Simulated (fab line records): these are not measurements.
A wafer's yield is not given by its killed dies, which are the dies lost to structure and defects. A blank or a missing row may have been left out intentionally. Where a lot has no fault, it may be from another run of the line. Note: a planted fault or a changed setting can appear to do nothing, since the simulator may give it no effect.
2 desks, one fault | flow n5 finfet | numbers are kept per desk, each desk with only its own; the story behind them comes last

METROLOGY DESK
Lot by lot, what the gauges showed, no matter which tool ran the lot: averages of those sampled wafers that carry a number. If a lot's mean is further than 4 standard deviations from the usual mean, the lot is out of limits and carries the mark OUT (the distance appears in the brackets).
Columns: A = PASS_OPEN_OVL at N5_PASSIVATION_OVL_MEAS_66, usual 2 nm
lot  | first seen here | A
L592 | day 12 03:00    | 3
L590 | day 12 03:44    | 5
L593 | day 13 03:00    | 8
L597 | day 14 05:01    | 7
L596 | day 14 07:43    | 6
L600 | day 14 18:03    | 0
L602 | day 15 11:07    | 5
L604 | day 15 20:00    | 8
L607 | day 16 05:17    | -0
L609 | day 17 04:35    | -4
L611 | day 17 06:28    | 0
L612 | day 18 10:43    | 2
Finding of this desk: none of the 12 lots has anything out of limits.

AT THE TOOL OWNER'S DESK: rie diel-05
The tool's own readings at N5_HKMG_FIN_ETCH_86 (etches SOC in N2/H2, stops on TiN, target depth 393.2 nm): means of the sampled wafers that have a number, for each lot that ran on this tool. If a lot's mean is further than 4 standard deviations from the usual mean, the lot is out of limits and carries the mark OUT (the distance appears in the brackets).
Columns: A = drypump motor current A at N5_HKMG_FIN_ETCH_86, usual 5.6 A; B = h2 flow sccm at N5_HKMG_FIN_ETCH_86, usual 200.0 sccm; C = oes product au at N5_HKMG_FIN_ETCH_86, usual 0.78 a.u.; D = rf vpp V at N5_HKMG_FIN_ETCH_86, usual 241.0 V; E = showerhead plenum p Torr at N5_HKMG_FIN_ETCH_86, usual 2.58 Torr; F = throttle valve pct at N5_HKMG_FIN_ETCH_86, usual 17.72 %
lot  | first seen here | A   | B     | C    | D     | E    | F
L590 | day 4 05:29     | 5.6 | 200.0 | 0.79 | 241.6 | 2.63 | 17.71
L592 | day 4 15:24     | 5.6 | 200.4 | 0.78 | 241.2 | 2.59 | 17.78
L596 | day 6 03:17     | 5.6 | 199.9 | 0.76 | 242.7 | 2.62 | 17.74
L602 | day 7 06:21     | 5.6 | 200.1 | 0.70 | 240.0 | 2.55 | 17.70
L604 | day 7 14:34     | 5.7 | 200.5 | 0.76 | 241.1 | 2.61 | 17.55
Finding of this desk: none of the 5 lots has anything out of limits.

TAKEN TOGETHER
From the metrology desk's view, nothing was out of limits.
The tool owner's desk saw nothing out of limits.

WHAT THE SIMULATOR HAD PUT IN
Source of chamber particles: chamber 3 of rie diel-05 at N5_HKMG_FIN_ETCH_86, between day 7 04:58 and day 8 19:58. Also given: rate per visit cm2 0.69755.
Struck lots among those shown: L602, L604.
